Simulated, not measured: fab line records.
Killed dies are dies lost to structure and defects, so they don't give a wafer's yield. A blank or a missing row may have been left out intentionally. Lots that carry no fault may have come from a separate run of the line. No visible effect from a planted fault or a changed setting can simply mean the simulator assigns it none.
Split-lot study	flow n5-finfet	7 lots, 21 wafers read, on a route of 1938 steps

## THE SPLIT ITSELF
At N5_BEOL_M0_SAQP_PECVD_00 (deposits SiCN from 3MS/NH3, target thk 8 nm, time 14 s), the setting time-s was moved away from the recipe's 14 s on 9 of the 21 wafers read, by -12.9% to +4.7%. All remaining wafers had this setting at the recipe value.

The split's own step is where the reading is taken.

## THE READING
SiCN_of_BEOL_M0_SAQP_PECVD_00.thk-nm (the simulator's own value, which no gauge read), in nm, at N5_BEOL_M0_SAQP_PECVD_00 (deposits SiCN from 3MS/NH3, target thk 8 nm, time 14 s). No usual value for it is given in the file. Here, 12 wafers ran the recipe; their average is 8.0 nm with a standard deviation of 0.16 nm.

wafer	tool, chamber at the split	time-s as run, s	against the recipe	SiCN_of_BEOL_M0_SAQP_PECVD_00.thk-nm, nm	against lot-mates on the recipe
L077.3	pecvd-03, 2	14	recipe	8	-
L077.5	pecvd-03, 2	14	recipe	8.2	-
L077.6	pecvd-03, 0	13.08	-6.6%	7.4	-0.7
L081.3	pecvd-01, 2	13.43	-4.1%	7.8	-0.4
L081.4	pecvd-01, 0	14	recipe	8.2	-
L081.5	pecvd-01, 2	13.43	-4.1%	8	-0.2
L084.1	pecvd-03, 0,1	14	recipe	7.8	-
L084.3	pecvd-03, 0,1	14	recipe	7.8	-
L084.2	pecvd-03, 2	14	recipe	8.2	-
L085.2	pecvd-01, 2,1	14	recipe	8	-
L085.5	pecvd-01, 2,1	14	recipe	8	-
L085.3	pecvd-01, 2	14	recipe	8.2	-
L089.1	pecvd-01, 0	14	recipe	8	-
L089.4	pecvd-01, 1,0	14.66	+4.7%	8.6	+0.6
L089.5	pecvd-01, 1,0	14.66	+4.7%	8.6	+0.6
L091.1	pecvd-02, 2	14	recipe	7.8	-
L091.4	pecvd-02, 0	12.2	-12.9%	7	-0.8
L091.6	pecvd-02, 1	12.2	-12.9%	7.2	-0.6
L094.2	pecvd-03, 1	12.43	-11.2%	6.8	-1.0
L094.4	pecvd-03, 0	14	recipe	7.8	-
L094.6	pecvd-03, 1	12.43	-11.2%	7	-0.8
Where a row lists several chambers, the file gives one row for several wafers and doesn't say which wafer went through which chamber.

THE FIT
A straight line over all 21 wafers: SiCN_of_BEOL_M0_SAQP_PECVD_00.thk-nm changes by +0.0865 nm for each +1% of time-s; r = +0.93; the points scatter about the line by 0.19 nm.
The same after taking each lot's own level away (the mean of its wafers on the recipe; 21 wafers): +0.0749 nm for each +1%; r = +0.93; scatter 0.16 nm.
According to that fit, moving time-s by its largest amount changes the reading by 0.96 nm.
Measured against the standard deviation above, the lots' own levels, which go from 7.80 to 8.20 nm, span 2.4 times it.
Hence the slope depends on the lot-to-lot level, as the two fits are not the same.
Check: with one of the wafers moved furthest among these (-12.9%) left out of the fit, the line predicts -0.97 nm for it against its lot-mates. Against them it came out at -0.8 nm.

## THESE WAFERS: OTHER SPLITS
Other splits were also applied to these wafers ahead of the reading. Each is held against what the fit with the lots' levels taken away leaves over:
other split on the same wafers	wafers away from the commonest value	r with SiCN_of_BEOL_M0_SAQP_PECVD_00.thk-nm (lot level and that fit taken away)
N5_HKMG_FIN_COAT_06 spin-rpm	12	-0.36
N5_MOL_CONTACT_COAG_ETCH_105 bias-w	7	-0.34
N5_MOL_CONTACT_COAG_ETCHBACK_136 target-depth-a	6	+0.30

## FILE'S OWN FIT
SiCN_of_BEOL_M0_SAQP_PECVD_00.thk-nm changes by +0.0744 nm for each +1% of time-s, r = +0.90.
